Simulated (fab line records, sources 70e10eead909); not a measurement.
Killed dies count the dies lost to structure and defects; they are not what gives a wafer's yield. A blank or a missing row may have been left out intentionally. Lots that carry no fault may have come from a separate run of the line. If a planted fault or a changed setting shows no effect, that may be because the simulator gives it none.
Matching of chambers + flow nand harc + NHARC_P_M2_STRIP_18 on rie diel-11 has 4 sister chambers
The step strips in N2/H2. 16 wafers are shown with their chamber, then 8 later ones without.

== WAFERS, EACH WITH ITS CHAMBER ==
| wafer  | chamber | showerhead plenum p Torr (Torr) | drypump motor current A (A) | rf vpp V (V) |
|--------|---------|---------------------------------|-----------------------------|--------------|
| L074.1 | 1       | 2.14                            | 5.7                         | 90.7         |
| L074.2 | 0       | 1.93                            | 5.1                         | 90.8         |
| L074.4 | 2       | 2.14                            | 5.5                         | 90.2         |
| L077.4 | 2       | 2.14                            | 5.4                         | 92.6         |
| L077.5 | 3       | 2.19                            | 5.6                         | 92.5         |
| L077.6 | 0       | 1.93                            | 5.1                         | 89.0         |
| L080.3 | 2       | 2.14                            | 5.4                         | 91.4         |
| L080.4 | 1       | 2.13                            | 5.7                         | 92.2         |
| L080.6 | 3       | 2.19                            | 5.6                         | 93.0         |
| L082.1 | 0       | 1.93                            | 5.1                         | 90.7         |
| L082.5 | 0       | 1.93                            | 5.1                         | 90.5         |
| L082.6 | 3       | 2.19                            | 5.6                         | 91.5         |
| L086.2 | 1       | 2.13                            | 5.8                         | 91.7         |
| L086.5 | 0       | 1.92                            | 5.1                         | 89.1         |
| L086.6 | 1       | 2.13                            | 5.8                         | 90.5         |
| L088.2 | 2       | 2.13                            | 5.4                         | 91.1         |

SIGNATURES (means of the wafers above)
| reading                  | chamber 0 | chamber 1 | chamber 2 | chamber 3 | scatter within a chamber |
|--------------------------|-----------|-----------|-----------|-----------|--------------------------|
| showerhead plenum p Torr | 1.9280    | 2.1325    | 2.1375    | 2.1900    | 0.00438                  |
| drypump motor current A  | 5.100     | 5.750     | 5.425     | 5.600     | 0.0382                   |
| rf vpp V                 | 90.020    | 91.275    | 91.325    | 92.333    | 0.879                    |
Rule: distance of a wafer from a chamber = root of the sum over the readings of ((wafer's reading minus chamber's mean) / reading's scatter) squared. The wafer belongs to the nearest chamber; if the next one is less than 2 further off, it can't be placed. How the scatter is found: for the shown wafers, subtract from each reading the mean of its chamber, square and add these, divide the total by (wafers less chambers), then take the root.

== WAFERS WITH NO CHAMBER GIVEN ==
| wafer  | showerhead plenum p Torr (Torr) | drypump motor current A (A) | rf vpp V (V) |
|--------|---------------------------------|-----------------------------|--------------|
| L088.4 | 2.13                            | 5.7                         | 91.6         |
| L088.5 | 1.92                            | 5.1                         | 90.3         |
| L091.3 | 1.92                            | 5.1                         | 90.1         |
| L091.4 | 2.13                            | 5.7                         | 91.6         |
| L091.5 | 2.19                            | 5.6                         | 93.4         |
| L092.3 | 2.19                            | 5.6                         | 92.3         |
| L092.4 | 1.92                            | 5.1                         | 91.0         |
| L092.6 | 2.13                            | 5.7                         | 90.5         |

== WHICH CHAMBER EACH ONE RAN IN ==
| wafer  | from the rows above | in truth |
|--------|---------------------|----------|
| L088.4 | 1                   | 1        |
| L088.5 | 0                   | 0        |
| L091.3 | 0                   | 0        |
| L091.4 | 1                   | 1        |
| L091.5 | 3                   | 3        |
| L092.3 | 3                   | 3        |
| L092.4 | 0                   | 0        |
| L092.6 | 1                   | 1        |
Placed correctly: 8 of 8. Can't be placed from these rows: 0. Number placed wrongly: 0.
